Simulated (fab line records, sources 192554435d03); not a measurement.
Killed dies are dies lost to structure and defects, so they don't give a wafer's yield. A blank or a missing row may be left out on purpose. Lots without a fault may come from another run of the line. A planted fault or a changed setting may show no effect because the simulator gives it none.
A struck lot beside a sound one | flow n5_finfet | 36 steps out of a route of 1938
Sound: wafers L853.2, L853.3, L853.4. Struck: wafers L856.2, L856.5, L856.6. The cause comes at the end.
At each step with rows: each side's tool, then ch and its chambers, then its first start. Under that, the readings that differ: sound wafers | struck wafers | difference of the means | sigmas: that difference in standard deviations of wafers without a fault.
alike: readings whose means differ by less than 2 such deviations, and words and numbers that are the same on both sides. not compared: withheld readings, readings that some wafer has no value for, bounds like >300 that may hide the same value, and numbers for which the record gives no deviation and whose values overlap.
The two part at a step that has a row with sigmas, a row that says differs or no value, or rows on one side only. Numbers that don't overlap but have no deviation are shown without sigmas and don't part them. A reading that every wafer of one side lacks parts them only if that side has two wafers or more.

first, 12 steps without rows for these wafers: N5_SD_EPI_P_STRIP_38 (strips in N2/H2); N5_SD_EPI_P_ETCHBACK_46 (etches SiNx in CH3F/O2, stops on SiO2, target depth 17.5 nm); N5_SD_EPI_P_ETCH_47 (etches SiOCN in CH3F/O2, target depth 25 nm); N5_SD_EPI_P_ETCH_16 (etches SiO2 in CHF3/O2, target depth 5 nm); N5_SD_EPI_P_STRIP_50 (strips in CHF3/O2); N5_SD_EPI_P_SD_RECESS_17 (chemistry HBr/Cl2/O2, target depth 39.1 nm, bt time 3 s); N5_SD_EPI_P_WET_ETCH_45 (etches SiO2 in dHF, time 10.7 s, target depth 2 nm, rinse time 30 s); N5_SD_EPI_P_STRIP_40 (strips in N2/H2); N5_SD_EPI_P_PRECLEAN_52 (cleans in O3/DIW, time 60 s); N5_SD_EPI_P_SRD_20 (time 30 s); N5_SD_EPI_P_PRECLEAN_51 (cleans in NF3:NH3, afs cycles 1, time 20 s, sublimation time 60 s); N5_SD_EPI_P_VAPOR_ETCH_44 (etches SiGe30 in NF3/Ar, time 3.3 s).
N5_SD_EPI_P_EPI_21: deposits SiGe:B, time 355 s.
  sound on epi_rpcvd-02 ch 0, day 5 14:01; struck on epi_rpcvd-01 ch 0, day 6 10:51
  reading                                     | sound          | struck               | difference | sigmas
  epi_growth_time_s (s)                       | 355 355 355    | 377.18 377.18 377.18 | +22.18     |
  model.SiGe-B_of_SD_EPI_P_EPI_21.thk_nm (nm) | 59.8 60.8 59.8 | 64.6 65.4 65         | +4.9       |
then, 8 steps without rows for these wafers: N5_SD_EPI_P_HM_STRIP_48 (strips SiNx in H3PO4, material SiNx, target depth 3 nm); N5_SD_EPI_P_SRD_49 (time 30 s); N5_SD_EPI_P_PRECLEAN_24 (cleans in O3/DIW, time 45 s); N5_SD_EPI_P_PRECLEAN_32 (cleans in dHF, time 10 s); N5_SD_EPI_P_PRECLEAN_33 (cleans in SC2, time 45 s); N5_SD_EPI_P_SRD_25 (time 30 s); N5_SD_ACTIVATION_RTA_00 (time 0 s); N5_SD_ACTIVATION_LSA_01 (time 0.0008 s).
N5_SD_ACTIVATION_RS_MEAS_03: measures by four-point-probe.
  sound on film_metro-02, day 5 16:43; struck on film_metro-01, day 6 17:13
  reading          | sound          | struck         | difference | sigmas
  RS_SD_P (ohm/sq) | 56.7 55.1 56.6 | 52.7 52.6 51.9 | -3.7       | -4
  alike: RS_SD_N
then, 12 steps without rows for these wafers: N5_ILD0_LINER_00 (material SiNx, target thk 4 nm, pulse time 1 s, purge time 2 s); N5_ILD0_FCVD_FILL_01 (material SiO2 flowable, target thk 200 nm, time 328.3 s); N5_ILD0_CURE_02 (time 1800 s); N5_ILD0_CMP_03 (polishes, stops on SiNx, t overpolish 1.9 s, target thk 197.38 nm); N5_ILD0_CMP_07 (polishes SiO2 flowable, stops on poly-Si, t overpolish 1.18 s, target thk 138.88 nm); N5_ILD0_PRECLEAN_10 (cleans in NF3:NH3, afs cycles 5, time 20 s, sublimation time 60 s); N5_ILD0_ALD_15 (deposits SiNx, target thk 24 nm, pulse time 1 s, ald cycles 480); N5_ILD0_CMP_12 (polishes SiNx, stops on poly-Si, t overpolish 6 s, target thk 17.67 nm); N5_SDB_HM_DEP_00 (deposits SiNx from SiH4/NH3/N2, target thk 40 nm, time 35.3 s); N5_SDB_COAT_03 (time 60 s, resist thk 100 nm); N5_SDB_COAT_04 (time 60 s, resist thk 18 nm); N5_SDB_COAT_05 (resist thk 90 nm).
N5_MOL_CONTACT_COAG_ETCH_110: etches Si in CF4/O2, target depth 2.5 nm, time 8 s.
  sound on rie_diel-03 ch 1,2,3, day 6 21:47; struck on rie_diel-03 ch 0,1, day 7 22:31
  reading                                     | sound        | struck         | difference | sigmas
  model.SiGe-B_of_SD_EPI_P_EPI_21.thk_nm (nm) | 56.8 57.8 57 | 61.4 62.2 61.8 | +4.6       |
  alike: drypump_motor_current_A, oes_ar_750_au, oes_o_777_au, oes_product_au, rf_vpp_V, showerhead_plenum_p_Torr, throttle_valve_pct
  not compared: rf_hours_counter_h
-- the record jumps here: 4 days lie between the struck wafers' starts before and after (it left off in module MOL_CONTACT_COAG and takes up again in module BEOL_M4, whose first step shown is number 1111 of the route) --
N5_BEOL_M4_RC_MEAS_101:
  sound on prober-01 ch 0, day 10 08:47; struck on prober-01 ch 0, day 11 13:02
  reading          | sound          | struck         | difference | sigmas
  RS_SD_P (ohm/sq) | 66.3 66.2 67.3 | 62.6 61.6 62.2 | -4.5       | -4
  VT_P (mV)        | -257 -254 -255 | -248 -246 -247 | +8         | +3
  alike: DIBL_N, DIBL_P, IOFF_N, IOFF_P, ION_N, ION_P, SS_N, SS_P, VT_N

WHERE THEY PART
First at N5_SD_ACTIVATION_RS_MEAS_03; last, within this record, at N5_BEOL_M4_RC_MEAS_101.

WHY: what the simulator had put in
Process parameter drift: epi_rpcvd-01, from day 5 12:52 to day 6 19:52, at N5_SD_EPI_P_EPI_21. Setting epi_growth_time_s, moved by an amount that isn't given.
